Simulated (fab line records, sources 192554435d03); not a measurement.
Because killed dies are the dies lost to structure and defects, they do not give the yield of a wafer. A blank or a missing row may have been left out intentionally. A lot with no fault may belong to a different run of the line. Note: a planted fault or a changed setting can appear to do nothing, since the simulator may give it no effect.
fab line records | flow n5Finfet
record: lots: 5 wafers: 15 lastDay: 15
route steps=1938 shown BEOL_M8@1368 BEOL_M9@1401 BEOL_M15@1830
lots untouched by any fault: they come from a run of this same line in which no faults occurred
startH: the number of hours between the record's first day and the start of the first shown wafer of the lot | waitH: time in hours since the lot's previous step | " repeats the value in the row above | L1.1+2: one row covering several wafers at once | - no value, or no start was given | * or withheld: withheld | < > ~ a bound
route shown NAME@n: NAME is a module with steps in the file, n the number in the route of the first one | usual: average and standard deviation across the fault-free wafers | same: alike in all rows | chamber/n: place in a boat | sites: each site's reading | _std_site: how widely they spread, as a standard deviation | _edge_site: mean of outer sites minus mean of inner sites | radiusMm: for every site, how far away it sits from the centre of the wafer | mask NAME#n: copy n | behind: the last tool/chamber to shape the wafer | hold: why the lot was held/for how many hours/how that ended | device: the n, p or np transistor that did not switch | end of line: tests of these same wafers at the route's end | a step with no rows: only its recipe | killed: count of dies lost to structure and defects at first sort (not the wafer's yield) | map: a wafer's dies, marking killed ones x, the rest . and places with no die _
set.NAME: setting as actually run; set.NAME@STEP: the setting as run at that earlier step | model.NAME: the simulator's own value behind a step, which no gauge read
lots at selected steps of the route; one table per step, one row per wafer
services: the hour from which a tool's chamber was out of use, counted from the record's first day as startH (under 0 if before that day), plus the number of hours and why
== steps ==
step: N5_BEOL_M8_DESCUM_33
recipe: chemistry: O2 timeS: 7 sourcePowerW: 50 biasPowerW: 20 pressureMtorr: 20 rfFrequencyHz: 2.712e+07 tempC: 40 resist: CAR-EUV o2FlowSccm: 225
step: N5_BEOL_M8_ETCH_72
recipe: chemistry: N2/H2 target: underlayer targetDepthA: 65 maskMaterial: CAR-EUV timeS: 5.2 ionEnergyEv: 200 pressureMtorr: 30 sourceW: 840 biasW: 150 n2FlowSccm: 200 h2FlowSccm: 200 ends: cleared
step: N5_BEOL_M8_ETCH_65
recipe: chemistry: CF4 target: SiARC targetDepthA: 156 maskMaterial: CAR-EUV timeS: 26 ionEnergyEv: 80 pressureMtorr: 40 sourceW: 545 biasW: 36 Ar_flow_sccm: 100 cf4FlowSccm: 100 ends: cleared
step: N5_BEOL_M8_ETCH_66
recipe: chemistry: N2/H2 target: SOC targetDepthA: 800 overetchA: 160 maskMaterial: SiARC tempC: 40 timeS: 120 ionEnergyEv: 200 pressureMtorr: 30 sourceW: 840 biasW: 150 n2FlowSccm: 200 h2FlowSccm: 200
step: N5_BEOL_M8_STRIP_69
recipe: chemistry: N2/H2 tempC: 40 n2FlowSccm: 200 h2FlowSccm: 200 rfFrequencyHz: 6e+07
step: N5_BEOL_M8_STRIP_73
recipe: chemistry: N2/H2 tempC: 40 n2FlowSccm: 200 h2FlowSccm: 200 rfFrequencyHz: 6e+07
step: N5_BEOL_M8_VIA_ETCH_34
recipe: chemistry: C4F6/O2 target: SiCOH_lowk targetDepthA: 1255 maskMaterial: SOC taperDeg: 4 timeS: 50.5 ionEnergyEv: 250 pressureMtorr: 30 sourceW: 345 biasW: 185 Ar_flow_sccm: 300 C4F6_flow_sccm: 10 O2_flow_sccm: 10
step: N5_BEOL_M8_STRIP_76
recipe: chemistry: C4F6/O2 resist: SiARC rfFrequencyHz: 6e+07
step: N5_BEOL_M8_STRIP_36
recipe: chemistry: N2/H2 powerW: 450 tempC: 40 pressureMtorr: 20 rfFrequencyHz: 6e+07 overashFraction: 0.3 biasPowerW: 7 h2Frac: 0.5 n2FlowSccm: 200 h2FlowSccm: 200
step: N5_BEOL_M8_TRENCH_ETCH_37
recipe: chemistry: C4F6/O2 targetDepthA: 934.78 target: SiCOH_lowk timeS: 31.2 ionEnergyEv: 250 pressureMtorr: 30 sourceW: 345 biasW: 185 Ar_flow_sccm: 300 C4F6_flow_sccm: 10 O2_flow_sccm: 10
usual: drypumpMotorCurrentA: 5.7/0.48 oes_f_703_au: 0.80/0.097 oesProductAu: 0.80/0.1 rfFwdPowerW: 340.1/1.5 rfVppV: 668/5.4 showerheadPlenumPTorr: 2.83/0.091 throttleValvePct: 21.00/0.18
columns lot.wafer tool chamber startH waitH drypumpMotorCurrentA oes_f_703_au oesProductAu rfFwdPowerW rfHoursCounterH rfVppV showerheadPlenumPTorr throttleValvePct model.etch.depthNm model.BEOL_M8.featureDepthNm
L363.1 rieDiel-01 1 229.14 - 5.2 0.75 0.76 339.8 156 669 2.73 21.31 92.87 92.8
L363.3 " 3 " " 5.7 0.73 0.74 340.9 191 677 2.95 21.12 92.11 92.2
L363.5 " 2 " " 5.1 0.73 0.72 336.7 - 668 2.83 20.99 91.95 92
L369.1 rieDiel-05 0 273.49 - 5.7 0.98 1.00 340.4 1 674 2.80 20.84 94.13 94.2
L369.4 " 3 " " 5.9 0.68 0.69 342.5 215 665 2.72 21.02 93.07 93
L369.5 " 1 " " 5.2 0.81 0.81 342.3 - 670 2.74 20.86 92.8 92.8
L371.1 rieDiel-01 3 274.05 - 5.8 0.53 0.67 258.2 207 781 2.94 21.15 81.82 81.8
L371.2 " 2 " " 5.1 0.51 0.66 256.8 209 768 2.82 21.01 82.12 82.2
L371.3 " 1 " " 5.2 0.53 0.69 257.1 172 770 2.73 21.32 83.1 83.2
L374.1 rieDiel-01 1 293.54 - 5.2 0.53 0.70 258.7 177 770 2.72 21.33 84.32 84.4
L374.2 " 2 " " 5.1 0.51 0.65 255.2 215 769 2.82 21.01 83.05 83
L374.4 " 0 " " 6.3 0.50 0.65 257.3 236 764 2.81 21.28 83.02 83
L372.1 rieDiel-01 3 297.66 - 5.7 0.52 0.67 258.5 214 780 2.94 21.15 82.94 83
L372.2 " 2 " " 5.2 0.50 0.66 255.1 217 769 2.82 21.03 83.18 83.2
L372.3 " 0 " " 6.3 0.51 0.65 259.1 238 766 2.81 21.23 82.54 82.6
step: N5_BEOL_M8_ETCH_41
recipe: chemistry: CH3F/O2 target: SiCN targetDepthA: 319 taperDeg: 2 timeS: 57.8 ionEnergyEv: 120 maskMaterial: TiN pressureMtorr: 30 sourceW: 395 biasW: 75 Ar_flow_sccm: 150 CH3F_flow_sccm: 30 O2_flow_sccm: 20
step: N5_BEOL_M8_STRIP_80
recipe: chemistry: N2/H2 timeS: 10 powerW: 450 tempC: 40 pressureMtorr: 20 rfFrequencyHz: 6e+07 biasPowerW: 7 n2FlowSccm: 200 h2FlowSccm: 200
step: N5_BEOL_M8_OCD_MEAS_38
usual: trenchDepthNm: 93.3/1.3
columns lot.wafer tool chamber startH waitH trenchDepthNm
L363.1 ocd-01 - 229.31 - 92.8
L363.3 " - " " 92.2
L363.5 " - " " 91.8
L369.1 ocd-02 - 273.65 - 94.3
L369.4 " - " " 92.9
L369.5 " - " " 92.6
L371.1 ocd-02 - 274.21 - 81.5
L371.2 " - " " 82.0
L371.3 " - " " 83.2
L374.1 ocd-02 - 293.70 - 84.0
L374.2 " - " " 83.3
L374.4 " - " " 82.9
L372.1 ocd-01 - 297.81 - 82.6
L372.2 " - " " 83.6
L372.3 " - " " 82.3
step: N5_BEOL_M8_HM_STRIP_39
recipe: chemistry: peroxideTinStrip material: TiN targetDepthA: 250 tempC: 50 timeS: 158
step: N5_BEOL_M8_SRD_40
recipe: timeS: 30 tempC: 23 rinseLiquid: diw dry: ipaMarangoni
step: N5_BEOL_M8_PRECLEAN_42
recipe: chemistry: residueRemover timeS: 60 tempC: 40
step: N5_BEOL_M8_SRD_43
recipe: timeS: 30 tempC: 23 rinseLiquid: diw dry: ipaMarangoni
step: N5_BEOL_M8_CURE_75
recipe: tempC: 370 timeS: 120 ambient: DMADMS/He material: SiCOH_lowk
step: N5_BEOL_M8_DEGAS_44
recipe: ambient: vacuum tempC: 250 timeS: 60
step: N5_BEOL_M8_PRE_CLEAN_45
recipe: gas: H2/He timeS: 30 tempC: 250
step: N5_BEOL_M8_ALD_77
recipe: material: TaN targetThkA: 20 tempC: 275 aldPrecursorFamily: PDMAT aldCoReactant: NH3 pressureTorr: 3 carrierFlowSccm: 1500 pulseTimeS: 2 purgeTimeS: 3 coReactantPurgeTimeS: 2 coReactantPulseTimeS: 3 aldCycles: 40 precursorVesselTempC: 75 precursorVesselPressureTorr: 26.25 precursorVesselCarrierSccm: 1000
step: N5_BEOL_M8_SURFACE_TREAT_79
recipe: gas: Ar timeS: * ionEnergyEv: * ionCurrentMaCm2: 0.5 pressureMtorr: * arFlowSccm: 30
step: N5_BEOL_M8_CVD_78
recipe: material: Co targetThkA: 20 tempC: withheld precursor: CCTBA/H2 pressureTorr: 30 timeS: 142.3
step: N5_BEOL_M8_SPUTTER_48
recipe: material: Cu targetThkA: 100 tempC: -20 biasV: 60 powerW: 26000 chamberPressurePa: 0.13 timeS: 1.667
step: N5_BEOL_M8_ECD_50
recipe: material: Cu targetThkA: 3000
step: N5_BEOL_M8_ANNEAL_51
recipe: tempC: 225 timeS: 90 ambient: N2
step: N5_BEOL_M8_CMP_52
recipe: stopOn: SiCOH_lowk tOverpolishS: 6.9 downForcePsi: 1 platenRpm: 50 clearingPlatenDownForcePsi: 1.5 clearingPlatenRpm: 50 postCmpClean: cuAlkaline targetThkNm: 80 clearingPlatenPadVelocityMS: 0.99484 padVelocityMS: 0.99484
usual: barrierFieldEndpointS: 28.9/0.58 motorCurrentA: 6.1/0.71 overpolishRunS: 6.900/0.0092 timeToEndpointS: 62.4/2.3
columns lot.wafer tool chamber startH waitH barrierFieldEndpointS motorCurrentA overpolishRunS timeToEndpointS model.Cu_of_BEOL_M8_ECD_50.thkNm
L363.3 cmp-01 0 231.66 0.2 29.4 5.3 6.907 66.2 79.2
L363.1 " 2 " " 29.1 5.0 6.884 66.9 81.8
L363.5 " 0 " " 28.9 5.5 6.893 64.9 79.6
L369.1 cmp-02 1 275.80 0.3 28.0 7.2 6.904 60.3 80
L369.4 " 2 " " 28.9 6.0 6.902 59.1 80.6
L369.5 " 0 " " 29.3 6.6 6.901 63.0 79.2
L371.3 cmp-02 0 276.87 0.2 28.6 6.5 6.883 60.2 70.2
L371.1 " 1 " " 28.0 7.0 6.889 60.9 68.4
L371.2 " 2 " " 28.8 6.1 6.878 62.1 68.2
L374.2 cmp-02 3 296.91 0.2 29.3 6.5 6.910 63.0 69.2
L374.1 " 0 " " 28.6 6.3 6.899 63.3 72.2
L374.4 " 1 " " 29.3 7.1 6.898 61.8 70
L372.2 cmp-02 1 302.06 0.5 28.6 6.8 6.910 62.4 71
L372.1 " 2 " " 29.1 6.0 6.919 66.6 70.6
L372.3 " 3 " " 28.9 6.3 6.903 67.1 69.4
step: N5_BEOL_M8_THK_MEAS_53
recipe: thkMeasGauge: xrf reads: Cu_of_BEOL_M8_ECD_50
usual: M8_THK: 80.7/1.6
columns lot.wafer tool chamber startH waitH M8_THK[nm]
L363.1 filmMetro-02 - 231.92 - 81.8
L363.3 " - " " 79.2
L363.5 " - " " 80.2
L369.1 filmMetro-02 - 276.02 - 79.8
L369.4 " - " " 80.3
L369.5 " - " " 79.7
L371.1 filmMetro-02 - 277.16 - 68.6
L371.2 " - " " 68.9
L371.3 " - " " 70.0
L374.1 filmMetro-01 - 297.17 - 72.4
L374.2 " - " " 69.6
L374.4 " - " " 70.2
L372.1 filmMetro-02 - 302.35 - 70.5
L372.2 " - " " 70.8
L372.3 " - " " 69.1
step: N5_BEOL_M8_PRE_CLEAN_55
recipe: gas: NH3 timeS: 15 tempC: withheld rfPowerW: 300
step: N5_BEOL_M8_DEP_56
recipe: material: SiCN targetThkA: 100 tempC: withheld precursor: 3MS/NH3 pressureTorr: 3 rfW: 202 timeS: 17.5
step: N5_BEOL_M8_RS_MEAS_57
recipe: thkMeasGauge: four-point-probe reads: Cu_of_BEOL_M8_ECD_50+Co_of_BEOL_M8_CVD_78+TaN_of_BEOL_M8_ALD_77
usual: M8_RS: 0.285/0.0064
columns lot.wafer tool chamber startH waitH M8_RS[ohm/sq]
L363.1 filmMetro-01 - 232.05 0.1 0.280
L363.3 " - " " 0.290
L363.5 " - " " 0.289
L369.1 filmMetro-02 - 276.18 0.1 0.287
L369.4 " - " " 0.284
L369.5 " - " " 0.290
L371.1 filmMetro-02 - 277.31 0.1 0.346
L371.2 " - " " 0.345
L371.3 " - " " 0.335
L374.1 filmMetro-02 - 297.30 0.1 0.324
L374.2 " - " " 0.340
L374.4 " - " " 0.336
L372.1 filmMetro-02 - 302.51 0.1 0.333
L372.2 " - " " 0.330
L372.3 " - " " 0.340
step: N5_BEOL_M9_ILD_DEP_00
recipe: material: SiCOH_lowk targetThkA: 3085.1 tempC: 300 precursor: DEMS/porogen pressureTorr: 5 rfW: 500 timeS: 58
step: N5_BEOL_M9_CURE_71
recipe: tempC: 385 timeS: 240 ambient: He/Ar material: SiCOH_lowk
step: N5_BEOL_M9_PECVD_70
recipe: material: SiO2 targetThkA: 200 tempC: 400 precursor: TEOS/O2 pressureTorr: 5.5 rfW: 450 teosFlowSccm: 53.8 gas: O2 flowSccm: 3000 timeS: 22.7
step: N5_BEOL_M9_HM_DEP_02
recipe: material: TiN targetThkA: 200 tempC: 25 chamberPressurePa: 0.49996
step: N5_BEOL_M9_COAT_59
recipe: resist: SOC tempC: 250 timeS: 60 spinRpm: 1500 resistThkNm: 100
step: N5_BEOL_M15_RC_MEAS_101
usual: etestTempC: 25.00/0.1 COMB_M10: 1.42e-11/3e-12 COMB_M11: 1.42e-11/2.9e-12 COMB_M12: 6.2e-12/1.3e-12 COMB_M13: 4.5e-12/1.1e-12 COMB_M13_max_site: 6.7e-12/1.7e-12 COMB_M14: 3.3e-12/6.4e-13 COMB_M15: 2.2e-12/5.1e-13 COMB_M5: 3.7e-11/8.3e-12 COMB_M6: 2.5e-11/5.4e-12 COMB_M7: 2.6e-11/5.5e-12 COMB_M8: 2.5e-11/5.4e-12 COMB_M9: 1.5e-11/3e-12 SERP_M10: 3.08/0.066 SERP_M11: 3.06/0.075 SERP_M12: 0.644/0.016 SERP_M13: 0.309/0.0051 SERP_M13_max_site: 0.312/0.0053 SERP_M14: 0.160/0.0034 SERP_M5: 38.1/1.3 SERP_M6: 13.8/0.39 SERP_M7: 13.8/0.53 SERP_M8: 13.8/0.41 SERP_M8_max_site: 14.4/0.44 SERP_M9: 3.05/0.065 SERP_M9_max_site: 3.14/0.081
columns lot.wafer tool chamber startH waitH etestTempC COMB_M10[S/m] COMB_M11[S/m] COMB_M12[S/m] COMB_M13[S/m] COMB_M13_max_site[S/m] COMB_M14[S/m] COMB_M15[S/m] COMB_M5[S/m] COMB_M6[S/m] COMB_M7[S/m] COMB_M8[S/m] COMB_M9[S/m] SERP_M10[ohm/um] SERP_M11[ohm/um] SERP_M12[ohm/um] SERP_M13[ohm/um] SERP_M13_max_site[ohm/um] SERP_M14[ohm/um] SERP_M5[ohm/um] SERP_M6[ohm/um] SERP_M7[ohm/um] SERP_M8[ohm/um] SERP_M8_max_site[ohm/um] SERP_M9[ohm/um] SERP_M9_max_site[ohm/um]
L363.1 prober-01 0 284.04 0.0 25.04 1.39e-11 1.27e-11 6.8e-12 6.5e-12 9.7e-12 4e-12 2.4e-12 2.7e-11 2.7e-11 3e-11 2.4e-11 2e-11 3.09 2.94 0.642 0.307 0.311 0.163 38.5 14.0 14.0 13.7 14.2 3.09 3.14
L363.3 " 0 " " 24.93 1.01e-11 1.07e-11 6.3e-12 5.3e-12 9e-12 4.1e-12 3e-12 3.6e-11 2.6e-11 2.8e-11 2.4e-11 2e-11 3.01 2.99 0.672 0.302 0.307 0.165 37.6 14.0 14.4 14.1 14.7 2.99 3.05
L363.5 " 0 " " 25.00 1.03e-11 1.16e-11 6.9e-12 5e-12 7e-12 5.3e-12 3.9e-12 3.2e-11 2e-11 2.6e-11 2.4e-11 1.6e-11 3.17 3.04 0.657 0.302 0.306 0.162 40.1 13.1 14.8 14.1 14.5 3.06 3.13
L369.1 prober-02 0 319.76 0.3 24.97 1.75e-11 1.52e-11 5.3e-12 6.7e-12 8.1e-12 3.1e-12 2.4e-12 4.4e-11 2.5e-11 2.4e-11 2.2e-11 1.3e-11 2.95 3.13 0.664 0.307 0.310 0.154 36.6 13.8 14.5 13.8 14.7 3.15 3.24
L369.4 " 0 " " 24.93 1.67e-11 1.34e-11 8.9e-12 3.8e-12 4.9e-12 3.5e-12 2.4e-12 3.8e-11 2.2e-11 2e-11 2.4e-11 1.5e-11 3.09 3.01 0.662 0.312 0.316 0.156 38.9 13.5 13.5 13.8 14.2 3.03 3.10
L369.5 " 0 " " 25.01 1.26e-11 1.89e-11 4.7e-12 5.6e-12 8.6e-12 4.1e-12 3e-12 3.1e-11 3e-11 2.4e-11 2e-11 1.1e-11 3.08 3.06 0.659 0.311 0.312 0.159 38.8 13.8 13.8 13.8 14.8 3.04 3.13
L371.1 prober-01 0 325.05 0.0 24.89 1.01e-11 1.62e-11 7.2e-12 3.8e-12 5.8e-12 4e-12 1.2e-12 3.6e-11 1.7e-11 2.5e-11 3e-11 1.5e-11 3.06 3.00 0.661 0.308 0.315 0.165 37.0 14.0 14.2 16.2 16.6 3.10 3.28
L371.2 " 0 " " 24.97 8.6e-12 1.54e-11 8.3e-12 2.8e-12 4.8e-12 2.9e-12 1.5e-12 3.7e-11 2.1e-11 3e-11 3.5e-11 1.2e-11 3.11 3.06 0.650 0.301 0.306 0.167 37.3 13.5 15.1 16.0 16.5 3.00 3.07
L371.3 " 0 " " 24.98 1.18e-11 1.32e-11 7.5e-12 4.5e-12 8.2e-12 3e-12 2.6e-12 4.5e-11 1.5e-11 2.6e-11 2.4e-11 1.7e-11 3.03 3.01 0.662 0.312 0.314 0.166 38.3 13.2 14.5 16.4 17.0 2.88 2.94
L374.1 prober-01 0 348.78 0.0 25.01 1.64e-11 1.53e-11 7.3e-12 4.9e-12 1.04e-11 4.7e-12 2.9e-12 3.2e-11 2.9e-11 3e-11 3.2e-11 1.5e-11 3.07 3.11 0.625 0.308 0.312 0.165 38.1 13.9 13.5 15.0 15.7 3.03 3.11
L374.2 " 0 " " 24.96 1.04e-11 9.7e-12 6.5e-12 4.1e-12 8.1e-12 3.9e-12 2.9e-12 3.1e-11 2.6e-11 3e-11 1.7e-11 1.6e-11 3.03 3.03 0.642 0.307 0.310 0.159 38.1 14.1 13.2 16.0 16.3 3.15 3.24
L374.4 " 0 " " 25.07 1.11e-11 1.12e-11 7.3e-12 4.8e-12 5.9e-12 3.2e-12 2.6e-12 3.2e-11 2.5e-11 4.5e-11 1.8e-11 1.3e-11 3.17 3.16 0.620 0.307 0.311 0.165 38.9 13.7 13.2 16.2 17.0 2.99 3.13
L372.1 prober-02 0 354.78 0.0 24.91 1.74e-11 1.74e-11 5.6e-12 4.1e-12 6.4e-12 3.3e-12 1.6e-12 4.1e-11 1.9e-11 2.1e-11 3.3e-11 1.8e-11 3.01 2.98 0.660 0.300 0.304 0.162 41.2 14.9 14.5 15.6 16.5 3.01 3.15
L372.2 " 0 " " 24.87 1.24e-11 1.39e-11 5.7e-12 5.3e-12 7.1e-12 2.9e-12 1.4e-12 4.6e-11 2.9e-11 2.5e-11 3.6e-11 1.3e-11 3.10 3.20 0.658 0.306 0.308 0.165 38.1 14.1 13.2 15.8 16.9 3.02 3.09
L372.3 " 0 " " 25.03 1.03e-11 1.25e-11 4.8e-12 3.4e-12 4.3e-12 2.3e-12 1.9e-12 4.8e-11 1.8e-11 2.5e-11 3.2e-11 1.9e-11 3.05 3.14 0.638 0.314 0.318 0.165 39.8 12.9 13.7 16.1 16.2 3.05 3.15
sites SERP_M8 radiusMm=0,75,75,75,75,140,140,140,140
L363.1 13.8 14.1 14.2 14.0 13.7 13.4 13.5 13.6 13.1
L369.1 13.2 13.6 13.7 13.6 13.8 14.1 14.1 14.7 14.0
L371.1 15.9 16.1 16.2 16.5 15.9 15.6 16.2 16.6 16.4
L374.1 15.3 15.7 15.0 15.7 15.5 14.6 14.9 14.7 14.7
L372.1 14.8 15.6 15.5 15.8 15.4 15.6 16.0 16.5 16.4
== services ==
columns tool chamber startH hours kind
cmp-02 - 217.07 4.0 pm
cmp-02 - 221.07 - consumableReplace:conditioner
cmp-02 - 221.07 - consumableReplace:pad
cmp-02 - 236.73 3.6 pm
rieDiel-05 0 251.31 - clean
rieDiel-05 0 251.31 - consumableReplace:focusRing
rieDiel-05 0 251.31 19.1 scheduledDown
rieDiel-05 0 251.31 19.1 ventCycle
cmp-01 - 276.89 4.0 pm
cmp-01 - 280.89 - consumableReplace:conditioner
cmp-01 - 280.89 - consumableReplace:pad
cmp-02 - 282.84 3.9 repair
cmp-02 - 301.49 0.3 repair
== key ==
firstSign: step: N5_BEOL_M8_TRENCH_ETCH_37 reading: rfFwdPowerW direction: down sigmas: 57 usual: * struck: *
effect: step: N5_BEOL_M8_TRENCH_ETCH_37 reading: rfVppV direction: up sigmas: 19 usual: 668 struck: 771
effect: step: N5_BEOL_M8_OCD_MEAS_38 reading: trenchDepthNm direction: down sigmas: 8 usual: 93.3 struck: 82.8
effect: step: N5_BEOL_M8_THK_MEAS_53 reading: M8_THK direction: down sigmas: 6.7 usual: 80.7 struck: 70.0
effect: step: N5_BEOL_M8_RS_MEAS_57 reading: M8_RS direction: up sigmas: 8 usual: 0.285 struck: 0.337
effect: step: N5_BEOL_M15_RC_MEAS_101 reading: SERP_M8 direction: up sigmas: 5.1 usual: 13.8 struck: 15.9
modelEffect: step: N5_BEOL_M8_TRENCH_ETCH_37 value: etch.depthNm without: 92.17 struck: 82.9
modelEffect: step: N5_BEOL_M8_CMP_52 value: Cu_of_BEOL_M8_ECD_50.thkNm without: 79.13 struck: 69.91
metAt N5_BEOL_M8_TRENCH_ETCH_37
struckWafers L371.1,L371.2,L371.3,L372.1,L372.2,L372.3,L374.1,L374.2,L374.4
onsetBetween 229.14 274.05
fault: kind: processParameterDrift tool: rieDiel-01 chamber: - onsetH: 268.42 steps: N5_BEOL_M8_TRENCH_ETCH_37 channel: sourceW offset: -82.8 shape: step endH: 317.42 actsIn: theseRecipesOnly stated: 345
